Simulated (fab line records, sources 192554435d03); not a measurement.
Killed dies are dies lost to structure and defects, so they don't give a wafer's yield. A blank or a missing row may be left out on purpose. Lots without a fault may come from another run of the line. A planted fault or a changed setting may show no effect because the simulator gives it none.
Split-lot experiment | flow n5_finfet | 7 lots, 39 wafers read, on a route of 1938 steps

THE SPLIT
At N5_ZERO_LAYER_DEVELOP_10 (develop time 60 s), the setting develop_time_s was moved away from the recipe's 60 s on 18 of the 39 wafers read, by -59.5% to +18.1%. The other wafers ran this setting at the recipe's value.

FROM THE SPLIT TO THE READING: what the file shows between them, 1 step
- N5_ZERO_LAYER_HARDBAKE_23: time 120 s

THE READING
cd_nm, in nm, at N5_ZERO_LAYER_CD_MEAS_11 (target cd 2000 nm). Fault-free wafers of this fab line usually give 2000.3 nm, standard deviation 1.8 nm.

wafer  | tool, chamber at the split | develop_time_s as run, s | against the recipe | cd_nm, nm | against lot-mates on the recipe
L078.1 | litho_track-04, 0          | 60                       | recipe             | 1999.7    | -
L078.2 | litho_track-04, 0          | 46.4                     | -22.7%             | 1998.4    | -1.3
L078.3 | litho_track-04, 0          | 60                       | recipe             | 2000.7    | -
L078.4 | litho_track-04, 0          | 60                       | recipe             | 1998.8    | -
L078.5 | litho_track-04, 0          | 46.4                     | -22.7%             | 1994.0    | -5.7
L078.6 | litho_track-04, 0          | 46.4                     | -22.7%             | 1997.9    | -1.8
L081.1 | litho_track-02, 0          | 39.66                    | -33.9%             | 1991.2    | -9.9
L081.2 | litho_track-02, 0          | 60                       | recipe             | 1999.9    | -
L081.3 | litho_track-02, 0          | 60                       | recipe             | 2002.4    | -
L081.4 | litho_track-02, 0          | 39.66                    | -33.9%             | 1992.8    | -8.3
L081.5 | litho_track-02, 0          | 39.66                    | -33.9%             | 1992.3    | -8.8
L081.6 | litho_track-02, 0          | 60                       | recipe             | 2000.9    | -
L088.1 | litho_track-04, 0          | 24.28                    | -59.5%             | 1981.1    | -20.0
L088.2 | litho_track-04, 0          | 60                       | recipe             | 1999.9    | -
L088.3 | litho_track-04, 0          | 60                       | recipe             | 2001.3    | -
L088.4 | litho_track-04, 0          | 24.28                    | -59.5%             | 1978.5    | -22.6
L088.5 | litho_track-04, 0          | 60                       | recipe             | 2002.1    | -
L088.6 | litho_track-04, 0          | 24.28                    | -59.5%             | 1981.8    | -19.3
L089.1 | litho_track-04, 0          | 48.18                    | -19.7%             | 1999.1    | -0.5
L089.2 | litho_track-04, 0          | 60                       | recipe             | 1999.3    | -
L089.3 | litho_track-04, 0          | 48.18                    | -19.7%             | 1994.0    | -5.6
L089.4 | litho_track-04, 0          | 60                       | recipe             | 1997.4    | -
L089.5 | litho_track-04, 0          | 48.18                    | -19.7%             | 1996.7    | -2.9
L089.6 | litho_track-04, 0          | 60                       | recipe             | 2002.1    | -
L092.1 | litho_track-02, 0          | 60                       | recipe             | 1998.3    | -
L092.2 | litho_track-02, 0          | 60                       | recipe             | 1999.3    | -
L092.3 | litho_track-02, 0          | 60                       | recipe             | 1998.4    | -
L092.4 | litho_track-02, 0          | 36.51                    | -39.2%             | 1989.2    | -9.5
L092.5 | litho_track-02, 0          | 36.51                    | -39.2%             | 1989.2    | -9.5
L092.6 | litho_track-02, 0          | 36.51                    | -39.2%             | 1988.4    | -10.3
L093.1 | litho_track-04, 0          | 70.87                    | +18.1%             | 2001.7    | +1.5
L093.2 | litho_track-04, 0          | 60                       | recipe             | 1998.1    | -
L093.3 | litho_track-04, 0          | 60                       | recipe             | 2001.9    | -
L093.4 | litho_track-04, 0          | 60                       | recipe             | 2000.5    | -
L093.5 | litho_track-04, 0          | 70.87                    | +18.1%             | 2003.9    | +3.7
L093.6 | litho_track-04, 0          | 70.87                    | +18.1%             | 2002.8    | +2.6
L096.3 | litho_track-04, 0          | 60                       | recipe             | 1998.0    | -
L096.4 | litho_track-04, 0          | 60                       | recipe             | 1998.3    | -
L096.5 | litho_track-04, 0          | 60                       | recipe             | 1999.7    | -

THE FIT
A straight line over all 39 wafers: cd_nm changes by +0.275 nm for each +1% of develop_time_s; r = +0.94; the points scatter about the line by 2.2 nm.
The same after taking each lot's own level away (the mean of its wafers on the recipe; 39 wafers): +0.283 nm for each +1%; r = +0.94; scatter 2.2 nm.
On that fit, the largest move of develop_time_s shifts the reading by 17 nm.
The lots' own levels span 1998.67 to 2001.10 nm, that is 1.4 times the standard deviation above.
So the lot-to-lot level changes the slope little: the two slopes agree.
Check: with one of the wafers moved furthest among these (-59.5%) left out of the fit, the line predicts -16.1 nm for it against its lot-mates. It came out at -20 nm against them.

OTHER SPLITS ON THESE WAFERS
These wafers also went through other splits before the reading. Each is held against what the fit with the lots' levels taken away leaves over:
other split on the same wafers | wafers away from the commonest value | r with cd_nm (lot level and that fit taken away)
N5_ZERO_LAYER_PECVD_02 time_s  | 12                                   | +0.05

THE WHOLE CHAIN: every reading that the file lists as answering this split, in the file's order
step                     | what it does             | reading                                                           | change (the file's fit)               | r (the file's)
N5_ZERO_LAYER_CD_MEAS_11 | target cd 2000 nm        | cd_nm                                                             | +0.28 nm for each +1% of the setting  | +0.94
N5_ZERO_LAYER_DESCUM_16  | chemistry O2, time 7.9 s | ZERO_LAYER.cd_nm (the simulator's own value, which no gauge read) | +0.281 nm for each +1% of the setting | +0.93

THE FILE'S OWN FIT
cd_nm changes by +0.28 nm for each +1% of develop_time_s, r = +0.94.
